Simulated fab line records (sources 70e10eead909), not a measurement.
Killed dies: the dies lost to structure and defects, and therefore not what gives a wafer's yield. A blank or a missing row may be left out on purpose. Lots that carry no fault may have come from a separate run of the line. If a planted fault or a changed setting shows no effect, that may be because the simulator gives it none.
Matching of chambers / flow nand-harc / NHARC_A_STAIRCASE_DEP_301 on pecvd-04 has 3 sister chambers
The step deposits SiON, target thk 30 nm. 3 wafers are shown with their chamber, then 7 later ones without.

WAFERS, EACH WITH ITS CHAMBER
wafer=L087.2; chamber=2; heater-power-w (W)=730
wafer=L087.6; chamber=0; heater-power-w (W)=637
wafer=L087.4; chamber=1; heater-power-w (W)=850

WAFERS WHOSE CHAMBER IS MISSING
wafer=L087.5; heater-power-w (W)=723
wafer=L089.2; heater-power-w (W)=675
wafer=L089.3; heater-power-w (W)=813
wafer=L089.5; heater-power-w (W)=702
wafer=L096.1; heater-power-w (W)=583
wafer=L096.2; heater-power-w (W)=648
wafer=L096.3; heater-power-w (W)=772

EACH ONE'S CHAMBER
wafer=L087.5; from the rows above=2; in truth=2
wafer=L089.2; from the rows above=can't be placed: 0 or 2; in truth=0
wafer=L089.3; from the rows above=can't be placed: 1 or 2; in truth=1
wafer=L089.5; from the rows above=can't be placed: 2 or 0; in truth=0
wafer=L096.1; from the rows above=0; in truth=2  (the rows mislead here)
wafer=L096.2; from the rows above=0; in truth=0
wafer=L096.3; from the rows above=can't be placed: 2 or 1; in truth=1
Correctly placed: 2 of 7. These rows do not allow placing 4 (true chamber among the candidates in 4). Number placed wrongly: 1.
How it was worked out, from the rows above alone: a wafer's distance from a chamber is the root of the sum, over the readings, of the square of ((its reading less the chamber's mean) divided by the reading's scatter). If the next closest chamber is less than 2 further off than the closest, the wafer can't be placed; otherwise it belongs to the closest. A chamber's mean is the mean of its shown wafers. The scatter (one wafer shown for each chamber): square how far every hidden wafer sits from the nearest shown wafer, average those squares and take the square root.
